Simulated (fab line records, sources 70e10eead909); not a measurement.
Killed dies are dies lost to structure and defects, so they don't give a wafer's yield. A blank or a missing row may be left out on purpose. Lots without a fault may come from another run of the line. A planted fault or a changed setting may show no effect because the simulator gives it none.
fab line records | flow nand_harc | part 2 of 2: steps 28 to 40 of 40
record lots=5 wafers=15 last_day=24
route steps=1159 shown A_M0@1025 A_M1@1026 A_BONDPAD@1059
lots that met no fault: from a run of the same line without faults
start_h: hours from the record's first day to the start of the lot's first wafer shown | wait_h: hours since the lot's step before | " the same as in the row above | L1.1+2: a row that stands for several wafers | - no value, or no start given | * or withheld: withheld | < > ~ a bound
route shown NAME@n: a module of which the file shows steps, and the number in the route of the first | usual: mean/standard deviation of fault-free wafers | same: alike in all rows | chamber/n: place in a boat | sites: the reading at each site | _std_site: their standard deviation | _edge_site: outer sites' mean less inner sites' | radius_mm: how far each site lies from the wafer's centre | mask NAME#n: copy n | behind: the tool/chamber that last shaped the wafer | hold: why the lot was held/for how many hours/how that ended | device: the transistor (n, p or np) that didn't switch | end of line: the same wafers' tests at the end of the route | a step without rows: its recipe alone | killed: dies lost to structure and defects at the first sort, not the wafer's yield | map: a wafer's dies, x killed, . not, _ none there
set.NAME: the setting as run; set.NAME@STEP: as run at that earlier step | model.NAME: the simulator's own value behind a step, which no gauge read
lots at some steps of the route; a table a step, a row a wafer
services: from which hour (start_h, from the record's first day; less than 0 if before it) a tool's chamber was out of use, for how many hours, and why
## steps
# step NHARC_A_M1_CMP_23
# recipe t_overpolish_s=20 target_thk_nm=154.34
# usual motor_current_A=11.8/1 retaining_ring_pressure_frac=1.000/0.0052 time_to_endpoint_s=29.1/2.4
# same t_overpolish_s=20
# columns lot.wafer tool chamber start_h wait_h motor_current_A retaining_ring_pressure_frac time_to_endpoint_s
L076.3 cmp-03 2 412.49 - 13.3 1.003 28.2
L076.4 " 3 " " 12.7 1.006 27.8
L076.5 " 2 " " 13.0 1.005 30.9
L078.2 cmp-04 3 419.80 - 10.8 1.004 26.9
L078.4 " 1 " " 11.1 1.004 28.2
L078.5 " 3 " " 11.2 0.996 25.7
L079.2 cmp-04 1 436.24 - 10.5 0.997 29.4
L079.4 " 2 " " 12.3 0.996 30.2
L079.6 " 2 " " 13.2 1.001 30.2
L093.4 cmp-01 1 518.70 - 12.6 1.000 29.6
L093.2 " 2 " " 11.6 1.001 28.1
L093.6 " 0 " " 12.3 1.013 27.2
L096.2 cmp-03 0 543.48 - 10.3 1.004 30.9
L096.1 " 1 " " 9.9 0.995 31.1
L096.6 " 0 " " 10.9 1.001 30.4
# step NHARC_A_M1_THK_MEAS_24
# recipe thk_meas_gauge=xrf
# usual thk_nm=154.4/1.3
# columns lot.wafer tool chamber start_h wait_h thk_nm
L076.3 film_metro-01 - 412.81 - 155.8
L076.4 " - " " 153.6
L076.5 " - " " 154.2
L078.2 film_metro-01 - 420.12 - 155.0
L078.4 " - " " 154.8
L078.5 " - " " 154.2
L079.2 film_metro-02 - 436.56 - 154.7
L079.4 " - " " 154.5
L079.6 " - " " 153.8
L093.2 film_metro-02 - 518.96 - 152.1
L093.4 " - " " 155.0
L093.6 " - " " 154.0
L096.1 film_metro-01 - 543.79 - 156.2
L096.2 " - " " 154.8
L096.6 " - " " 154.8
# step NHARC_A_M1_SRD_25
# columns lot.wafer tool chamber start_h wait_h
L076.3+5+4 wet_bench-10 1,2,5 412.86 0.0
L078.2+4+5 wet_bench-08 4,7,0 420.16 0.0
L079.6+2+4 wet_bench-08 6,7,0 436.62 0.0
L093.2+6+4 wet_bench-10 6,7,3 519.00 0.0
L096.6+2+1 wet_bench-08 7,3,4 543.83 0.0
# step NHARC_A_M1_INSPECT_27
# usual raw_defect_count=449/120
# columns lot.wafer tool chamber start_h wait_h raw_defect_count
L076.3 defect_inspect-01 - 412.97 0.0 587
L076.4 " - " " 448
L076.5 " - " " 584
L078.2 defect_inspect-02 - 420.28 0.0 342
L078.4 " - " " 330
L078.5 " - " " 302
L079.2 defect_inspect-02 - 436.72 0.0 483
L079.4 " - " " 484
L079.6 " - " " 347
L093.2 defect_inspect-01 - 519.12 0.0 553
L093.4 " - " " 661
L093.6 " - " " 588
L096.1 defect_inspect-02 - 543.96 0.0 285
L096.2 " - " " 345
L096.6 " - " " 317
# step NHARC_A_M1_PRE_CLEAN_32
# recipe time_s=12 temp_c=370 rf_power_w=300 gas=NH3
# usual heater_power_w=643/62
# columns lot.wafer tool chamber start_h wait_h heater_power_w
L076.3 pecvd-03 2 413.09 0.1 510
L076.4 " 2 " " 521
L076.5 " 1 " " 647
L078.2 pecvd-04 0 420.37 0.1 764
L078.5 " 2 " " 639
L078.4 " 0 " " 743
L079.2 pecvd-03 1 436.80 0.1 655
L079.6 " 0 " " 662
L079.4 " 1 " " 662
L093.2 pecvd-01 2 519.20 0.1 592
L093.6 " 1 " " 641
L093.4 " 2 " " 602
L096.2 pecvd-03 1 544.05 0.1 606
L096.1 " 2 " " 509
L096.6 " 0 " " 687
# step NHARC_A_M1_DEP_33
# recipe target_thk_a=300 temp_c=370 target_thk_nm=30 pressure_torr=3 flow_sccm=200 rf_w=450 material=SiCN
# usual heater_power_w=585/59
# columns lot.wafer tool chamber start_h wait_h heater_power_w
L076.3 pecvd-03 2 413.17 0.1 459
L076.4 " 2 " " 466
L076.5 " 1 " " 635
L078.2 pecvd-04 0 420.48 0.1 700
L078.5 " 2 " " 499
L078.4 " 0 " " 687
L079.2 pecvd-03 1 436.91 0.1 611
L079.6 " 0 " " 620
L079.4 " 1 " " 601
L093.2 pecvd-01 2 519.31 0.1 529
L093.6 " 1 " " 579
L093.4 " 2 " " 534
L096.2 pecvd-03 1 544.13 0.1 583
L096.1 " 2 " " 550
L096.6 " 0 " " 591
# step NHARC_A_BONDPAD_DEP_00
# recipe target_thk_a=2500 temp_c=370 target_thk_nm=250 pressure_torr=3 flow_sccm=200 rf_w=450 material=SiCN
# usual heater_power_w=575/71
# columns lot.wafer tool chamber start_h wait_h heater_power_w
L076.3 pecvd-02 1 413.80 - 525
L076.4 " 0 " " 526
L076.5 " 2 " " 641
L078.2 pecvd-04 1 - - 549
L078.4 " 2 " " 517
L078.5 " 1 " " 567
L079.2 pecvd-02 2 437.46 - 700
L079.6 " 1 " " 499
L079.4 " 2 " " 544
L093.2 pecvd-04 2 520.13 - 563
L093.4 " 1 " " 628
L093.6 " 2 " " 566
L096.2 pecvd-02 0 544.68 - 509
L096.1 " 2 " " 653
L096.6 " 0 " " 420
# step NHARC_A_BONDPAD_CMP_29
# recipe target_thk_nm=200 material=SiCN
# usual motor_current_A=11.7/1.2 retaining_ring_pressure_frac=1.000/0.0049
# columns lot.wafer tool chamber start_h wait_h motor_current_A retaining_ring_pressure_frac
L076.3 cmp-03 1 414.16 - 11.1 0.995
L076.4 " 3 " " 11.8 1.004
L076.5 " 1 " " 10.9 1.005
L078.2 cmp-04 1 421.45 - 11.1 1.008
L078.4 " 0 " " 13.2 1.001
L078.5 " 2 " " 12.3 1.001
L079.2 cmp-04 1 437.88 - 11.3 1.005
L079.4 " 2 " " 12.3 0.997
L079.6 " 0 " " 13.2 1.001
L093.4 cmp-02 3 520.51 - 10.6 1.006
L093.2 " 1 " " 11.8 1.003
L093.6 " 3 " " 10.3 1.002
L096.2 cmp-03 1 545.14 - 10.7 0.998
L096.1 " 2 " " 13.5 0.996
L096.6 " 3 " " 12.6 0.983
# step NHARC_A_BONDPAD_THK_MEAS_30
# recipe thk_meas_gauge=ellipsometry
# usual thk_nm=200.4/1.5
# columns lot.wafer tool chamber start_h wait_h thk_nm
L076.3 film_metro-02 - 414.41 0.2 200.2
L076.4 " - " " 199.9
L076.5 " - " " 200.9
L078.2 film_metro-01 - 421.70 0.2 200.9
L078.4 " - " " 201.4
L078.5 " - " " 202.3
L079.2 film_metro-02 - 438.08 0.2 200.9
L079.4 " - " " 199.2
L079.6 " - " " 201.2
L093.2 film_metro-02 - 520.74 0.2 198.8
L093.4 " - " " 196.8
L093.6 " - " " 197.1
L096.1 film_metro-02 - 545.34 0.2 200.7
L096.2 " - " " 200.6
L096.6 " - " " 199.1
# step NHARC_A_BONDPAD_SRD_31
# columns lot.wafer tool chamber start_h wait_h
L076.3+4+5 wet_bench-08 2,4,5 414.46 0.0
L078.5+4+2 wet_bench-08 0,2,4 421.74 0.0
L079.6+2+4 wet_bench-08 1,4,6 438.12 0.0
L093.6+2+4 wet_bench-08 7,1,2 520.80 0.1
L096.2+1+6 wet_bench-08 1,3,4 545.39 0.0
# step NHARC_A_BONDPAD_DEHYDRATE_01
# recipe temp_c=150 time_s=120
# columns lot.wafer tool chamber start_h wait_h
L076.3+4+5 litho_track-03 0 414.54 0.1
L078.2+4+5 litho_track-02 0 421.82 0.1
L079.2+4+6 litho_track-02 0 438.20 0.1
L093.2+4+6 litho_track-05 0 520.89 0.1
L096.1+2+6 litho_track-03 0 545.46 0.1
# step NHARC_A_BONDPAD_HMDS_02
# recipe time_s=30
# columns lot.wafer tool chamber start_h wait_h
L076.3+4+5 litho_track-03 0 - -
L078.2+4+5 litho_track-02 0 - -
L079.2+4+6 litho_track-02 0 - -
L093.2+4+6 litho_track-05 0 - -
L096.1+2+6 litho_track-03 0 - -
# step NHARC_A_BONDPAD_COAT_33
# recipe temp_c=200 time_s=65
# columns lot.wafer tool chamber start_h wait_h
L076.3+4+5 litho_track-03 0 - -
L078.2+4+5 litho_track-02 0 - -
L079.2+4+6 litho_track-02 0 - -
L093.2+4+6 litho_track-05 0 - -
L096.1+2+6 litho_track-03 0 - -
## services
# columns tool chamber start_h hours kind
litho_track-03 - 388.00 7.0 pm
rie_diel-08 0 389.31 4.1 repair
cmp-04 - 399.06 4.0 pm
pecvd-01 - 405.17 9.2 repair
wet_bench-08 - 406.40 8.0 pm
cmp-04 - 414.08 1.2 repair
pecvd-01 1 417.37 3.4 repair
pecvd-01 - 418.64 13.0 pm
arfi_scanner-02 - 428.00 4.0 pm
arfi_scanner-02 - 438.16 4.1 repair
litho_track-01 - 443.00 7.0 pm
cmp-03 - 450.28 4.0 pm
rie_diel-12 1 453.09 1.6 repair
pvd_sputter-03 - 458.07 10.0 pm
litho_track-06 - 467.00 7.0 pm
cmp-04 - 467.12 2.6 repair
pecvd-03 - 473.03 13.0 pm
rie_diel-08 - 478.95 9.0 pm
litho_track-04 - 491.00 7.0 pm
rie_diel-01 - 491.80 9.0 pm
rie_diel-08 0 511.84 4.2 repair
litho_track-02 - 515.00 7.0 pm
wet_bench-08 - 518.26 1.2 repair
pecvd-01 - 530.46 0.6 repair
